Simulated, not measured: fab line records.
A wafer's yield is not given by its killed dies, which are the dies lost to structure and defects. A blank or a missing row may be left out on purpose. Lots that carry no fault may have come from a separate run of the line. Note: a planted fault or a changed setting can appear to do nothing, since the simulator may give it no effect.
Matching of chambers || flow n5-finfet || N5_FIN_CUT_STRIP_22 on rie-diel-03 has 4 sister chambers
The step strips in N2/H2. 4 wafers are shown with their chamber, then 7 later ones without.

WAFERS WITH THEIR CHAMBER
{"wafer": "L087.2", "chamber": 1, "showerhead-plenum-p-Torr (Torr)": 3.35}
{"wafer": "L087.5", "chamber": 3, "showerhead-plenum-p-Torr (Torr)": 3.50}
{"wafer": "L088.1", "chamber": 0, "showerhead-plenum-p-Torr (Torr)": 3.29}
{"wafer": "L088.3", "chamber": 2, "showerhead-plenum-p-Torr (Torr)": 3.44}

WAFERS WITH NO CHAMBER GIVEN
{"wafer": "L088.5", "showerhead-plenum-p-Torr (Torr)": 3.29}
{"wafer": "L090.1", "showerhead-plenum-p-Torr (Torr)": 3.29}
{"wafer": "L090.3", "showerhead-plenum-p-Torr (Torr)": 3.49}
{"wafer": "L090.4", "showerhead-plenum-p-Torr (Torr)": 3.34}
{"wafer": "L091.1", "showerhead-plenum-p-Torr (Torr)": 3.43}
{"wafer": "L091.2", "showerhead-plenum-p-Torr (Torr)": 3.34}
{"wafer": "L091.5", "showerhead-plenum-p-Torr (Torr)": 3.43}

EACH ONE'S CHAMBER
{"wafer": "L088.5", "from the rows above": 0, "in truth": 0}
{"wafer": "L090.1", "from the rows above": 0, "in truth": 0}
{"wafer": "L090.3", "from the rows above": 3, "in truth": 3}
{"wafer": "L090.4", "from the rows above": 1, "in truth": 1}
{"wafer": "L091.1", "from the rows above": 2, "in truth": 2}
{"wafer": "L091.2", "from the rows above": 1, "in truth": 1}
{"wafer": "L091.5", "from the rows above": 2, "in truth": 2}
Placed correctly: 7 of 7. From these rows, 0 cannot be placed. Wrongly placed: 0.
How it was worked out, from the rows above alone: a wafer's distance from a chamber is the root of the sum, over the readings, of the square of ((its reading less the chamber's mean) divided by the reading's scatter). The wafer belongs to the nearest chamber; if the next one is less than 2 further off, it can't be placed. Each chamber's mean is taken over the wafers shown for it. The scatter: with one shown wafer a chamber, the root of the mean of the squares of how far each hidden wafer lies from its nearest shown one.
